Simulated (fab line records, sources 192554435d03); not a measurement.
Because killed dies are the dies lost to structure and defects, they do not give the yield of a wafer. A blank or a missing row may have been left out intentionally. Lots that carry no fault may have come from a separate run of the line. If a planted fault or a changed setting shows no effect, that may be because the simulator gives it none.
fab line records | flow n5Finfet
record: lots: 7 | wafers: 21
route steps=1938 shown BEOL_M7@1309 BEOL_M8@1370 BEOL_M9@1446 BEOL_M10@1495 BEOL_M11@1565
startH: the number of hours between the record's first day and the start of the first shown wafer of the lot | waitH: time in hours since the lot's previous step | " identical to the entry in the row above | L1.1+2: a row that stands for several wafers | - no value present, or no start provided | * or withheld: withheld | < > ~ a bound
route shown NAME@n: a module of which the file shows steps, and the number in the route of the first | usual: average and standard deviation across the fault-free wafers | same: alike in all rows | chamber/n: place in a boat | sites: readings site by site | _std_site: their standard deviation | _edge_site: outer sites' mean less inner sites' | radiusMm: for every site, how far away it sits from the centre of the wafer | mask NAME#n: copy n | behind: the last tool/chamber to shape the wafer | hold: cause of the lot's hold/its duration in hours/its outcome | device: which transistor (n, p or np) failed to switch | end of line: at the end of the route, the tests of the same wafers | where a step has no rows: the recipe by itself | killed: dies that structure and defects cost at the first sort, which is not the same as the wafer's yield | map: a wafer's dies, marking killed ones x, the rest . and places with no die _
set.NAME: the setting that was run; set.NAME@STEP: the one run at that earlier step | model.NAME: the simulator's own value behind a step, which no gauge read
lots run with intentionally changed settings; tables by step, rows by wafer
== steps ==
step: N5_BEOL_M7_ETCH_41
recipe: chemistry: CH3F/O2 | target: SiCN | targetDepthA: 319 | taperDeg: 2 | timeS: 57.8 | ionEnergyEv: 120 | maskMaterial: TiN | pressureMtorr: 30 | sourceW: 395 | biasW: 75 | Ar_flow_sccm: 150 | CH3F_flow_sccm: 30 | O2_flow_sccm: 20
usual: rfVppV: 297.6/1.7
lot.wafer | tool       | chamber | startH | waitH | set.sourceW | rfVppV
L074.1    | rieDiel-01 | 3       | -      | -     | 435.5       | 289.2
L074.3    | "          | 1       | "      | "     | 435.5       | 285.9
L074.5    | "          | 2       | "      | "     | 395         | 297.6
L077.3    | rieDiel-04 | 1       | -      | -     | 395         | 298.0
L077.4    | "          | 2       | "      | "     | 395         | 301.2
L077.6    | "          | 3       | "      | "     | 395         | 296.4
L080.2    | rieDiel-04 | 3       | -      | -     | 395         | 295.9
L080.4    | "          | 1       | "      | "     | 395         | 298.7
L080.6    | "          | 0       | "      | "     | 395         | 296.0
L082.1    | rieDiel-01 | 2       | -      | -     | 395         | 298.2
L082.2    | "          | 1       | "      | "     | 395         | 294.8
L082.6    | "          | 1       | "      | "     | 395         | 296.7
L084.2    | rieDiel-04 | 2       | -      | -     | 395         | 299.6
L084.4    | "          | 3       | "      | "     | 395         | 294.7
L084.6    | "          | 0       | "      | "     | 395         | 296.5
L091.2    | rieDiel-04 | 1       | -      | -     | 395         | 297.4
L091.3    | "          | 2       | "      | "     | 413.1       | 295.2
L091.4    | "          | 3       | "      | "     | 395         | 295.4
L094.1    | rieDiel-04 | 2       | -      | -     | 395         | 299.5
L094.2    | "          | 1       | "      | "     | 346.5       | 312.3
L094.3    | "          | 0       | "      | "     | 395         | 296.4
step: N5_BEOL_M7_STRIP_80
recipe: chemistry: N2/H2 | timeS: 10 | powerW: 450 | tempC: 40 | pressureMtorr: 20 | rfFrequencyHz: 6e+07 | biasPowerW: 7 | n2FlowSccm: 200 | h2FlowSccm: 200
step: N5_BEOL_M7_OCD_MEAS_38
usual: trenchDepthNm: 94.2/2.1
lot.wafer | tool   | chamber | startH | waitH | set.timeS@BEOL_M7_TRENCH_ETCH_37 | trenchDepthNm
L074.1    | ocd-01 | -       | 185.51 | -     | 26.41                            | 79.7
L074.3    | "      | -       | "      | "     | 26.41                            | 82.8
L074.5    | "      | -       | "      | "     | 26.41                            | 77.9
L077.3    | ocd-02 | -       | 218.00 | -     | 31.2                             | 96.4
L077.4    | "      | -       | "      | "     | 31.2                             | 96.3
L077.6    | "      | -       | "      | "     | 36.43                            | 106.6
L080.2    | ocd-02 | -       | 229.42 | -     | 31.2                             | 91.1
L080.4    | "      | -       | "      | "     | 31.2                             | 96.4
L080.6    | "      | -       | "      | "     | 31.2                             | 96.7
L082.1    | ocd-02 | -       | 231.65 | -     | 31.2                             | 91.9
L082.2    | "      | -       | "      | "     | 31.2                             | 97.7
L082.6    | "      | -       | "      | "     | 29.19                            | 91.7
L084.2    | ocd-01 | -       | 243.74 | -     | 31.2                             | 96.3
L084.4    | "      | -       | "      | "     | 31.2                             | 91.4
L084.6    | "      | -       | "      | "     | 25.4                             | 77.4
L091.2    | ocd-02 | -       | 293.56 | -     | 31.2                             | 95.2
L091.3    | "      | -       | "      | "     | 31.2                             | 94.5
L091.4    | "      | -       | "      | "     | 31.2                             | 90.7
L094.1    | ocd-01 | -       | 308.16 | -     | 32.98                            | 102.1
L094.2    | "      | -       | "      | "     | 31.2                             | 95.2
L094.3    | "      | -       | "      | "     | 32.98                            | 100.4
step: N5_BEOL_M8_ETCH_65
recipe: chemistry: CF4 | target: SiARC | targetDepthA: 156 | maskMaterial: CAR-EUV | timeS: 26 | ionEnergyEv: 80 | pressureMtorr: 40 | sourceW: 545 | biasW: 36 | Ar_flow_sccm: 100 | cf4FlowSccm: 100 | ends: cleared
usual: etchRfOnTimeS: 25.7/0.52 | rfVppV: 183.9/1.2
lot.wafer | tool       | chamber | startH | waitH | set.sourceW | etchRfOnTimeS | rfVppV
L074.1    | rieDiel-03 | 3       | 190.72 | 0.0   | 545         | 26.0          | 183.3
L074.3    | "          | 2       | "      | "     | 545         | 25.0          | 182.7
L074.5    | "          | 1       | "      | "     | 545         | 25.1          | 185.3
L077.3    | rieDiel-06 | 2       | 224.02 | 0.0   | 462.7       | 31.1          | 196.1
L077.4    | "          | 2       | "      | "     | 545         | 26.6          | 183.6
L077.6    | "          | 3       | "      | "     | 462.7       | 30.6          | 193.5
L080.2    | rieDiel-06 | 3       | 237.33 | 0.0   | 545         | 26.3          | 182.7
L080.4    | "          | 2       | "      | "     | 545         | 26.7          | 184.7
L080.6    | "          | 3       | "      | "     | 545         | 26.4          | 183.9
L082.1    | rieDiel-05 | 1       | 237.90 | 0.0   | 545         | 25.9          | 182.3
L082.2    | "          | 2       | "      | "     | 545         | 25.4          | 185.4
L082.6    | "          | 3       | "      | "     | 545         | 25.2          | 183.5
L084.2    | rieDiel-03 | 0       | 253.32 | 0.0   | 545         | 25.6          | 182.6
L084.4    | "          | 2       | "      | "     | 622.4       | 22.4          | 173.9
L084.6    | "          | 3       | "      | "     | 622.4       | 23.2          | 175.1
L091.2    | rieDiel-06 | 1       | 301.26 | 0.0   | 545         | 25.6          | 184.1
L091.3    | "          | 0       | "      | "     | 545         | 26.4          | 184.9
L091.4    | "          | 3       | "      | "     | 545         | 25.9          | 182.4
L094.1    | rieDiel-05 | 0       | 315.14 | 0.0   | 631.7       | 22.8          | 173.8
L094.2    | "          | 2       | "      | "     | 631.7       | 22.9          | 177.6
L094.3    | "          | 3       | "      | "     | 545         | 25.6          | 184.1
step: N5_BEOL_M9_TRENCH_ETCH_37
recipe: chemistry: C4F6/O2 | targetDepthA: 1514.3 | target: SiCOH_lowk | timeS: 49 | ionEnergyEv: 250 | pressureMtorr: 30 | sourceW: 345 | biasW: 185 | Ar_flow_sccm: 300 | C4F6_flow_sccm: 10 | O2_flow_sccm: 10
usual: rfVppV: 660/11
lot.wafer | tool       | chamber | startH | waitH | set.biasW | rfVppV
L074.1    | rieDiel-02 | 3       | -      | -     | 185       | 656
L074.3    | "          | 2       | "      | "     | 185       | 679
L074.5    | "          | 2       | "      | "     | 185       | 682
L077.3    | rieDiel-04 | 0       | -      | -     | 185       | 665
L077.4    | "          | 1       | "      | "     | 199.6     | 704
L077.6    | "          | 1       | "      | "     | 185       | 664
L080.2    | rieDiel-01 | 2       | -      | -     | 185       | 651
L080.4    | "          | 0       | "      | "     | 185       | 667
L080.6    | "          | 3       | "      | "     | 185       | 643
L082.1    | rieDiel-01 | 3       | -      | -     | 185       | 644
L082.2    | "          | 2       | "      | "     | 185       | 653
L082.6    | "          | 0       | "      | "     | 185       | 666
L084.2    | rieDiel-01 | 1       | -      | -     | 170.6     | 632
L084.4    | "          | 3       | "      | "     | 170.6     | 603
L084.6    | "          | 1       | "      | "     | 170.6     | 633
L091.2    | rieDiel-01 | 1       | -      | -     | 185       | 674
L091.3    | "          | 2       | "      | "     | 158       | 575
L091.4    | "          | 0       | "      | "     | 185       | 666
L094.1    | rieDiel-04 | 2       | -      | -     | 185       | 664
L094.2    | "          | 1       | "      | "     | 152.6     | 569
L094.3    | "          | 3       | "      | "     | 152.6     | 577
step: N5_BEOL_M10_COAT_64
recipe: resist: SiARC | tempC: 220 | timeS: 60 | spinRpm: 1500 | resistThkNm: 30
lot.wafer  | tool          | chamber | startH | waitH | set.spinRpm | model.SiARC_of_BEOL_M10_COAT_64.thkNm
L074.1+3+5 | lithoTrack-03 | 0       | -      | -     | 1500        | 30.2
L077.3     | lithoTrack-02 | 0       | -      | -     | 1500        | 30
L077.4+6   | "             | 0       | "      | "     | 1500        | 30.2
L080.2+4   | lithoTrack-03 | 0       | -      | -     | 1500        | 30.2
L080.6     | "             | 0       | "      | "     | 1500        | 30.4
L082.1     | lithoTrack-02 | 0       | -      | -     | 1500        | 30
L082.2+6   | "             | 0       | "      | "     | 1383        | 31.4
L084.2     | lithoTrack-05 | 0       | -      | -     | 1500        | 29.8
L084.4+6   | "             | 0       | "      | "     | 1500        | 30
L091.2+3   | lithoTrack-05 | 0       | -      | -     | 1633        | 28.8
L091.4     | "             | 0       | "      | "     | 1500        | 30
L094.1+2   | lithoTrack-05 | 0       | -      | -     | 1588        | 29.2
L094.3     | "             | 0       | "      | "     | 1500        | 30
step: N5_BEOL_M10_PEB_26
recipe: pebTempC: withheld | pebTimeS: 60 | resist: CAR-ArF
lot.wafer  | tool          | chamber | startH | waitH | set.pebTimeS
L074.1     | lithoTrack-05 | 0       | 204.67 | 0.1   | 60
L074.3+5   | "             | 0       | "      | "     | 49.59
L077.3     | lithoTrack-03 | 0       | 240.30 | 0.0   | 60
L077.4+6   | "             | 0       | "      | "     | 64.12
L080.2+4+6 | lithoTrack-03 | 0       | 249.86 | 0.1   | 60
L082.1+6   | lithoTrack-03 | 0       | 253.04 | 0.1   | 60
L082.2     | "             | 0       | "      | "     | 73.18
L084.2+6   | lithoTrack-02 | 0       | 272.17 | 0.1   | 60
L084.4     | "             | 0       | "      | "     | 53.58
L091.2     | lithoTrack-03 | 0       | 314.99 | 0.1   | 60
L091.3+4   | "             | 0       | "      | "     | 71.59
L094.1+2   | lithoTrack-03 | 0       | 333.59 | 0.1   | 60
L094.3     | "             | 0       | "      | "     | 47.69
step: N5_BEOL_M10_DEVELOP_27
recipe: developTimeS: 30 | developer: TMAH | resist: CAR-ArF | rinseLiquid: diw | dry: airSpin | devTempC: 23
step: N5_BEOL_M10_CD_MEAS_28
recipe: targetCdNm: 70 | landingEnergyEv: 500 | detector: seInlens | polarity: opening
usual: cdNm: 69.3/0.91
lot.wafer | tool     | chamber | startH | waitH | set.pebTimeS@BEOL_M10_PEB_26 | cdNm
L074.1    | cdSem-02 | 0       | 204.73 | -     | 60                           | 70.8
L074.3    | "        | 0       | "      | "     | 49.59                        | 60.8
L074.5    | "        | 0       | "      | "     | 49.59                        | 62.2
L077.3    | cdSem-02 | 0       | 240.36 | -     | 60                           | 69.6
L077.4    | "        | 0       | "      | "     | 64.12                        | 71.2
L077.6    | "        | 0       | "      | "     | 64.12                        | 73.2
L080.2    | cdSem-01 | 0       | 249.93 | -     | 60                           | 68.0
L080.4    | "        | 0       | "      | "     | 60                           | 68.0
L080.6    | "        | 0       | "      | "     | 60                           | 69.5
L082.1    | cdSem-01 | 0       | 253.11 | -     | 60                           | 70.9
L082.2    | "        | 0       | "      | "     | 73.18                        | 77.5
L082.6    | "        | 0       | "      | "     | 60                           | 69.6
L084.2    | cdSem-03 | 0       | 272.23 | -     | 60                           | 69.6
L084.4    | "        | 0       | "      | "     | 53.58                        | 64.6
L084.6    | "        | 0       | "      | "     | 60                           | 69.4
L091.2    | cdSem-02 | 0       | 315.06 | -     | 60                           | 69.4
L091.3    | "        | 0       | "      | "     | 71.59                        | 75.7
L091.4    | "        | 0       | "      | "     | 71.59                        | 77.0
L094.1    | cdSem-03 | 0       | 333.66 | -     | 60                           | 67.2
L094.2    | "        | 0       | "      | "     | 60                           | 69.1
L094.3    | "        | 0       | "      | "     | 47.69                        | 58.6
step: N5_BEOL_M10_DESCUM_33
recipe: chemistry: O2 | timeS: 7.9 | sourcePowerW: 50 | biasPowerW: 20 | pressureMtorr: 20 | rfFrequencyHz: 2.712e+07 | tempC: 40 | resist: CAR-ArF | o2FlowSccm: 225
step: N5_BEOL_M10_ETCH_65
recipe: chemistry: CF4 | target: SiARC | targetDepthA: 390 | maskMaterial: CAR-ArF | timeS: 65 | ionEnergyEv: 80 | pressureMtorr: 40 | sourceW: 545 | biasW: 36 | Ar_flow_sccm: 100 | cf4FlowSccm: 100 | ends: cleared
lot.wafer | tool       | chamber | startH | waitH | set.spinRpm@BEOL_M10_COAT_64 | model.etch.depthNm | model.CAR-ArF_of_BEOL_M10_COAT_22.thkNm
L074.1    | rieDiel-05 | 2       | 204.86 | 0.0   | 1500                         | 30.18              | 55.2
L074.3    | "          | 1       | "      | "     | 1500                         | 30.2               | 55
L074.5    | "          | 0       | "      | "     | 1500                         | 30.18              | 55
L077.3    | rieDiel-05 | 2       | 240.48 | 0.0   | 1500                         | 30.06              | 56
L077.4    | "          | 1       | "      | "     | 1500                         | 30.15              | 56
L077.6    | "          | 0       | "      | "     | 1500                         | 30.12              | 55.6
L080.2    | rieDiel-03 | 2       | 250.05 | 0.0   | 1500                         | 30.22              | 55.4
L080.4    | "          | 0       | "      | "     | 1500                         | 30.18              | 56
L080.6    | "          | 1       | "      | "     | 1500                         | 30.39              | 55.6
L082.1    | rieDiel-06 | 1       | 253.23 | 0.0   | 1500                         | 30.07              | 56
L082.2    | "          | 0       | "      | "     | 1383                         | 31.37              | 54.8
L082.6    | "          | 1       | "      | "     | 1383                         | 31.34              | 54.6
L084.2    | rieDiel-03 | 1       | 272.36 | 0.0   | 1500                         | 29.85              | 55.4
L084.4    | "          | 2       | "      | "     | 1500                         | 30                 | 55.4
L084.6    | "          | 3       | "      | "     | 1500                         | 29.96              | 55.4
L091.2    | rieDiel-06 | 1       | 315.54 | 0.0   | 1633                         | 28.75              | 56.4
L091.3    | "          | 0       | "      | "     | 1633                         | 28.73              | 56.4
L091.4    | "          | 3       | "      | "     | 1500                         | 30.01              | 55.2
L094.1    | rieDiel-06 | 1       | 333.78 | 0.0   | 1588                         | 29.12              | 56.6
L094.2    | "          | 2       | "      | "     | 1588                         | 29.13              | 56.6
L094.3    | "          | 0       | "      | "     | 1500                         | 29.95              | 56
step: N5_BEOL_M11_EXPOSE_25
recipe: maskId: V10 | na: 1.35 | sourceShape: annular | sigmaInner: 0.5 | sigmaOuter: 0.8 | polarization: unpolarized | doseMj: 85.5
lot.wafer  | tool           | chamber | startH | waitH | mask  | set.doseMj
L074.1     | arfiScanner-01 | 0       | 214.82 | -     | V10#0 | 85.5
L074.3+5   | "              | 0       | "      | "     | V10#0 | 83.15
L077.3+4+6 | arfiScanner-01 | 0       | 247.71 | -     | V10#0 | 85.5
L080.2+4+6 | arfiScanner-01 | 0       | 256.98 | -     | V10#0 | 85.5
L082.1     | arfiScanner-03 | 0       | 259.48 | -     | V10#0 | 80.92
L082.2+6   | "              | 0       | "      | "     | V10#0 | 85.5
L084.2+4   | arfiScanner-03 | 0       | 280.61 | -     | V10#0 | 85.5
L084.6     | "              | 0       | "      | "     | V10#0 | 79.65
L091.2+4   | arfiScanner-02 | 0       | 324.94 | -     | V10#0 | 85.5
L091.3     | "              | 0       | "      | "     | V10#0 | 90.05
L094.1     | arfiScanner-03 | 0       | 339.50 | -     | V10#0 | 90.53
L094.2+3   | "              | 0       | "      | "     | V10#0 | 85.5
step: N5_BEOL_M11_PEB_26
recipe: pebTempC: withheld | pebTimeS: 60 | resist: CAR-ArF
step: N5_BEOL_M11_DEVELOP_27
recipe: developTimeS: 30 | developer: TMAH | resist: CAR-ArF | rinseLiquid: diw | dry: airSpin | devTempC: 23
step: N5_BEOL_M11_CD_MEAS_28
recipe: targetCdNm: 70 | landingEnergyEv: 500 | detector: seInlens | polarity: opening
usual: cdNm: 69.8/0.87
lot.wafer | tool     | chamber | startH | waitH | set.doseMj@BEOL_M11_EXPOSE_25 | cdNm
L074.1    | cdSem-02 | 0       | 214.95 | -     | 85.5                          | 69.9
L074.3    | "        | 0       | "      | "     | 83.15                         | 67.0
L074.5    | "        | 0       | "      | "     | 83.15                         | 67.3
L077.3    | cdSem-03 | 0       | 247.83 | -     | 85.5                          | 69.4
L077.4    | "        | 0       | "      | "     | 85.5                          | 69.5
L077.6    | "        | 0       | "      | "     | 85.5                          | 69.4
L080.2    | cdSem-01 | 0       | 257.11 | -     | 85.5                          | 70.4
L080.4    | "        | 0       | "      | "     | 85.5                          | 70.3
L080.6    | "        | 0       | "      | "     | 85.5                          | 70.1
L082.1    | cdSem-03 | 0       | 259.61 | -     | 80.92                         | 66.4
L082.2    | "        | 0       | "      | "     | 85.5                          | 71.7
L082.6    | "        | 0       | "      | "     | 85.5                          | 70.3
L084.2    | cdSem-03 | 0       | 280.74 | -     | 85.5                          | 70.3
L084.4    | "        | 0       | "      | "     | 85.5                          | 70.1
L084.6    | "        | 0       | "      | "     | 79.65                         | 63.6
L091.2    | cdSem-01 | 0       | 325.07 | -     | 85.5                          | 69.1
L091.3    | "        | 0       | "      | "     | 90.05                         | 72.4
L091.4    | "        | 0       | "      | "     | 85.5                          | 68.4
L094.1    | cdSem-03 | 0       | 339.63 | -     | 90.53                         | 74.9
L094.2    | "        | 0       | "      | "     | 85.5                          | 69.5
L094.3    | "        | 0       | "      | "     | 85.5                          | 69.8
step: N5_BEOL_M11_VIA_ETCH_34
recipe: chemistry: C4F6/O2 | target: SiCOH_lowk | targetDepthA: 1845 | maskMaterial: SOC | taperDeg: 4 | timeS: 69.2 | ionEnergyEv: 250 | pressureMtorr: 30 | sourceW: 345 | biasW: 185 | Ar_flow_sccm: 300 | C4F6_flow_sccm: 10 | O2_flow_sccm: 10
lot.wafer | tool       | chamber | startH | waitH | set.timeS | model.etch.depthNm
L074.1    | rieDiel-04 | 2       | 215.24 | 0.0   | 69.2      | 189
L074.3    | "          | 3       | "      | "     | 69.2      | 179.2
L074.5    | "          | 1       | "      | "     | 63.76     | 174.2
L077.3    | rieDiel-01 | 2       | 248.12 | 0.0   | 69.2      | 180.8
L077.4    | "          | 0       | "      | "     | 69.2      | 189.8
L077.6    | "          | 2       | "      | "     | 69.2      | 181.7
L080.2    | rieDiel-02 | 2       | 257.82 | 0.0   | 69.2      | 179.2
L080.4    | "          | 0       | "      | "     | 69.2      | 184.5
L080.6    | "          | 2       | "      | "     | 69.2      | 180.6
L082.1    | rieDiel-02 | 2       | 259.91 | 0.0   | 69.2      | 179.3
L082.2    | "          | 1       | "      | "     | 69.2      | 184.5
L082.6    | "          | 0       | "      | "     | 69.2      | 186
L084.2    | rieDiel-02 | 0       | 281.04 | 0.0   | 69.2      | 183.8
L084.4    | "          | 2       | "      | "     | 60.97     | 158.5
L084.6    | "          | 0       | "      | "     | 69.2      | 184.6
L091.2    | rieDiel-02 | 0       | 325.36 | 0.0   | 69.2      | 182.1
L091.3    | "          | 1       | "      | "     | 59.24     | 157.4
L091.4    | "          | 1       | "      | "     | 69.2      | 184.7
L094.1    | rieDiel-04 | 2       | 339.93 | 0.0   | 69.2      | 185.7
L094.2    | "          | 0       | "      | "     | 69.2      | 183.2
L094.3    | "          | 3       | "      | "     | 69.2      | 188.1
step: N5_BEOL_M11_CURE_72
recipe: tempC: 370 | timeS: 120 | ambient: DMADMS/He | material: SiCOH_lowk
usual: lampPowerPct: 52.31/0.054
lot.wafer | tool      | chamber | startH | waitH | set.timeS | lampPowerPct
L074.1    | uvCure-02 | 0       | 215.72 | 0.0   | 120       | 52.35
L074.3    | "         | 0       | "      | "     | 142.5     | 51.33
L074.5    | "         | 0       | "      | "     | 120       | 52.26
L077.3    | uvCure-03 | 2       | 248.70 | 0.1   | 106.4     | 52.33
L077.4    | "         | 2       | "      | "     | 120       | 52.28
L077.6    | "         | 2       | "      | "     | 106.4     | 52.25
L080.2    | uvCure-03 | 2       | 258.35 | 0.1   | 120       | 52.40
L080.4    | "         | 2       | "      | "     | 120       | 52.26
L080.6    | "         | 2       | "      | "     | 120       | 52.34
L082.1    | uvCure-01 | 2       | 260.38 | 0.0   | 113.2     | 52.30
L082.2    | "         | 2       | "      | "     | 120       | 52.33
L082.6    | "         | 2       | "      | "     | 120       | 52.24
L084.2    | uvCure-01 | 0       | 281.65 | 0.2   | 146.9     | 51.15
L084.4    | "         | 0       | "      | "     | 120       | 52.40
L084.6    | "         | 0       | "      | "     | 120       | 52.33
L091.2    | uvCure-01 | 1       | 325.89 | 0.1   | 120       | 52.39
L091.3    | "         | 1       | "      | "     | 126.8     | 52.07
L091.4    | "         | 1       | "      | "     | 126.8     | 52.09
L094.1    | uvCure-02 | 2       | 340.41 | 0.0   | 120       | 52.26
L094.2    | "         | 2       | "      | "     | 120       | 52.42
L094.3    | "         | 2       | "      | "     | 120       | 52.31
== key ==
split: step: N5_BEOL_M7_ETCH_41 | setting: sourceW | stated: 395 | by: wafer
response: step: N5_BEOL_M7_ETCH_41 | reading: rfVppV | change: -1.03 | per: 1% | r: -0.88
split: step: N5_BEOL_M8_ETCH_65 | setting: sourceW | stated: 545 | by: wafer
response: step: N5_BEOL_M8_ETCH_65 | reading: etchRfOnTimeS | change: * | per: 1% | r: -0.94
response: step: N5_BEOL_M8_ETCH_65 | reading: rfVppV | change: -0.612 | per: 1% | r: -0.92
split: step: N5_BEOL_M9_TRENCH_ETCH_37 | setting: biasW | stated: 185 | by: wafer
response: step: N5_BEOL_M9_TRENCH_ETCH_37 | reading: rfVppV | change: +5.65 | per: 1% | r: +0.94
split: step: N5_BEOL_M10_COAT_64 | setting: spinRpm | stated: 1500 | by: wafer
response: step: N5_BEOL_M10_COAT_64 | reading: model.SiARC_of_BEOL_M10_COAT_64.thkNm | change: -0.151 | per: 1% | r: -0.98
response: step: N5_BEOL_M10_ETCH_65 | reading: model.etch.depthNm | change: -0.15 | per: 1% | r: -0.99
response: step: N5_BEOL_M10_ETCH_65 | reading: model.CAR-ArF_of_BEOL_M10_COAT_22.thkNm | change: +0.14 | per: 1% | r: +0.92
split: step: N5_BEOL_M10_PEB_26 | setting: pebTimeS | stated: 60 | by: wafer
response: step: N5_BEOL_M10_CD_MEAS_28 | reading: cdNm | change: +0.415 | per: 1% | r: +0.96
split: step: N5_BEOL_M11_EXPOSE_25 | setting: doseMj | stated: 85.5 | by: wafer
response: step: N5_BEOL_M11_CD_MEAS_28 | reading: cdNm | change: +0.88 | per: 1% | r: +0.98
split: step: N5_BEOL_M11_VIA_ETCH_34 | setting: timeS | stated: 69.2 | by: wafer
response: step: N5_BEOL_M11_VIA_ETCH_34 | reading: model.etch.depthNm | change: +1.85 | per: 1% | r: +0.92
split: step: N5_BEOL_M11_CURE_72 | setting: timeS | stated: 120 | by: wafer
response: step: N5_BEOL_M11_CURE_72 | reading: lampPowerPct | change: * | per: 1% | r: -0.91
split outsideThisFile step=N5_BEOL_M7_TRENCH_ETCH_37 setting=timeS
split outsideThisFile: this setting was split too, and the file shows its column; the key of that split is in another file
